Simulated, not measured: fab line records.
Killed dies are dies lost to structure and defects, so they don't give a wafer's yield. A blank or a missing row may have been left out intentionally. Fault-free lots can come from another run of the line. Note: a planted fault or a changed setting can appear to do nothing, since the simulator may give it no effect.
Chamber matching | flow nand harc | rie diel-01 running NHARC_A_STAIRCASE_TRIM_229: 4 sister chambers
The step chemistry O2, time 211.2 s. 4 wafers are shown with their chamber, then 10 later ones without.

WAFERS, EACH WITH ITS CHAMBER
wafer  | chamber | showerhead plenum p Torr (Torr)
L079.4 | 0       | 3.32
L082.2 | 1       | 3.50
L083.2 | 2       | 3.47
L083.5 | 3       | 3.48

WAFERS WITH NO CHAMBER GIVEN
wafer  | showerhead plenum p Torr (Torr)
L083.6 | 3.32
L086.2 | 3.47
L086.3 | 3.49
L086.5 | 3.49
L089.1 | 3.46
L089.5 | 3.47
L089.6 | 3.46
L090.2 | 3.47
L090.3 | 3.46
L090.6 | 3.31

THE CHAMBER EACH PASSED THROUGH
wafer  | from the rows above          | in truth
L083.6 | 0                            | 0
L086.2 | can't be placed: 2 or 3      | 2
L086.3 | can't be placed: 1 or 3 or 2 | 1
L086.5 | can't be placed: 1 or 3 or 2 | 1
L089.1 | can't be placed: 2 or 3      | 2
L089.5 | can't be placed: 2 or 3      | 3
L089.6 | can't be placed: 2 or 3      | 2
L090.2 | can't be placed: 2 or 3      | 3
L090.3 | can't be placed: 2 or 3      | 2
L090.6 | 0                            | 0
2 of 10 placed correctly. Can't be placed from these rows: 8 (the true chamber is among the candidates in 8). Number placed wrongly: 0.
How it was worked out, from the rows above alone: a wafer's distance from a chamber is the root of the sum, over the readings, of the square of ((its reading less the chamber's mean) divided by the reading's scatter). If the next closest chamber is less than 2 further off than the closest, the wafer can't be placed; otherwise it belongs to the closest. The mean given for a chamber averages the wafers shown for that chamber. The scatter (one wafer shown for each chamber): square how far every hidden wafer sits from the nearest shown wafer, average those squares and take the square root.
